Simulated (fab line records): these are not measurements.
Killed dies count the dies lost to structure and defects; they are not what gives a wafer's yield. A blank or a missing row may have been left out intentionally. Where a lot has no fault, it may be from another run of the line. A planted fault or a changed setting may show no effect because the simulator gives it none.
Split-lot study ; flow n5-finfet ; 39 wafers read from 7 lots, route of 1938 steps

## SPLIT DETAILS
At N5_BEOL_M7_DEP_56 (deposits SiCN from 3MS/NH3, target thk 10 nm, time 17.5 s), the setting target-thk-a was moved away from the recipe's 100 angstrom on 9 of the 39 wafers read, by +17.7% to +44.2%. The other wafers ran this setting at the recipe's value.

The split's own step is where the reading is taken.

## THE READING
SiCN_of_BEOL_M7_DEP_56.thk-nm (the simulator's own value, which no gauge read), in nm, at N5_BEOL_M7_DEP_56 (deposits SiCN from 3MS/NH3, target thk 10 nm, time 17.5 s). The file gives no usual value for it. Here, 30 wafers ran the recipe; their average is 9.9 nm with a standard deviation of 0.25 nm.

wafer;tool, chamber at the split;target-thk-a as run, angstrom;against the recipe;SiCN_of_BEOL_M7_DEP_56.thk-nm, nm;against lot-mates on the recipe
L080.1;pecvd-04, 2;100;recipe;9.8;-
L080.2;pecvd-04, 1;100;recipe;10;-
L080.3;pecvd-04, 0;117.7;+17.7%;11.6;+1.6
L080.4;pecvd-04, 2;100;recipe;10.2;-
L080.5;pecvd-04, 1;117.7;+17.7%;11.8;+1.8
L080.6;pecvd-04, 0;117.7;+17.7%;12;+2.0
L083.1;pecvd-01, 0,1;144.2;+44.2%;14.2;+4.4
L083.5;pecvd-01, 0,1;144.2;+44.2%;14.2;+4.4
L083.2;pecvd-01, 2;100;recipe;9.6;-
L083.3;pecvd-01, 1;144.2;+44.2%;14;+4.2
L083.4;pecvd-01, 2;100;recipe;10;-
L083.6;pecvd-01, 0;100;recipe;9.8;-
L089.1;pecvd-04, 0,2;100;recipe;10;-
L089.3;pecvd-04, 0,2;100;recipe;10;-
L089.2;pecvd-04, 1,0;100;recipe;10.2;-
L089.6;pecvd-04, 1,0;100;recipe;10.2;-
L089.4;pecvd-04, 1,2;100;recipe;10.4;-
L089.5;pecvd-04, 1,2;100;recipe;10.4;-
L090.1;pecvd-04, 0,2;100;recipe;10;-
L090.4;pecvd-04, 0,2;100;recipe;10;-
L090.2;pecvd-04, 1,0;100;recipe;10.2;-
L090.5;pecvd-04, 1,0;100;recipe;10.2;-
L090.3;pecvd-04, 2;100;recipe;9.8;-
L090.6;pecvd-04, 1;100;recipe;10.4;-
L092.1;pecvd-02, 1;100;recipe;9.8;-
L092.2;pecvd-02, 0,2,0;100;recipe;9.6;-
L092.3;pecvd-02, 0,2,0;100;recipe;9.6;-
L092.6;pecvd-02, 0,2,0;100;recipe;9.6;-
L092.4;pecvd-02, 2,1;100;recipe;10;-
L092.5;pecvd-02, 2,1;100;recipe;10;-
L094.1;pecvd-01, 1;129.3;+29.3%;12.6;+2.9
L094.2;pecvd-01, 0,2;100;recipe;9.6;-
L094.3;pecvd-01, 0,2;100;recipe;9.6;-
L094.4;pecvd-01, 2;129.3;+29.3%;13;+3.3
L094.5;pecvd-01, 1;100;recipe;10;-
L094.6;pecvd-01, 0;129.3;+29.3%;12.8;+3.1
L091.2;pecvd-02, 2;100;recipe;9.6;-
L091.4;pecvd-02, 1;100;recipe;10;-
L091.6;pecvd-02, 2;100;recipe;9.8;-
Rows listing several chambers each stand for several wafers; the file does not say which wafer went through which chamber.

FIT RESULTS
A straight line over all 39 wafers: SiCN_of_BEOL_M7_DEP_56.thk-nm changes by +0.0962 nm for each +1% of target-thk-a; r = +0.98; the points scatter about the line by 0.24 nm.
The same after taking each lot's own level away (the mean of its wafers on the recipe; 39 wafers): +0.1 nm for each +1%; r = +0.99; scatter 0.18 nm.
On that fit, the largest move of target-thk-a shifts the reading by 4.4 nm.
From 9.73 to 10.20 nm: that is the span of the lots' own levels, equal to 1.8 times the standard deviation above.
The two slopes agree, so the slope changes little with the lot-to-lot level.
Check: for one of the wafers moved furthest among these (+44.2%), held out of the fit, the line's prediction against its lot-mates is +4.44 nm. It came out at +4.4 nm against them.

## ADDITIONAL SPLITS CARRIED BY THESE WAFERS
Other splits were also applied to these wafers ahead of the reading. Each is held against what the fit with the lots' levels taken away leaves over:
other split on the same wafers;wafers away from the commonest value;r with SiCN_of_BEOL_M7_DEP_56.thk-nm (lot level and that fit taken away)
N5_BEOL_M0_SAQP_PECVD_04 time-s;9;-0.10
N5_BEOL_M3_ETCH_41 target-depth-a;12;-0.05
N5_BEOL_M5_DEP_56 target-thk-a;12;+0.08

## FILE'S OWN FIT
SiCN_of_BEOL_M7_DEP_56.thk-nm changes by +0.1 nm for each +1% of target-thk-a, r = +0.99.
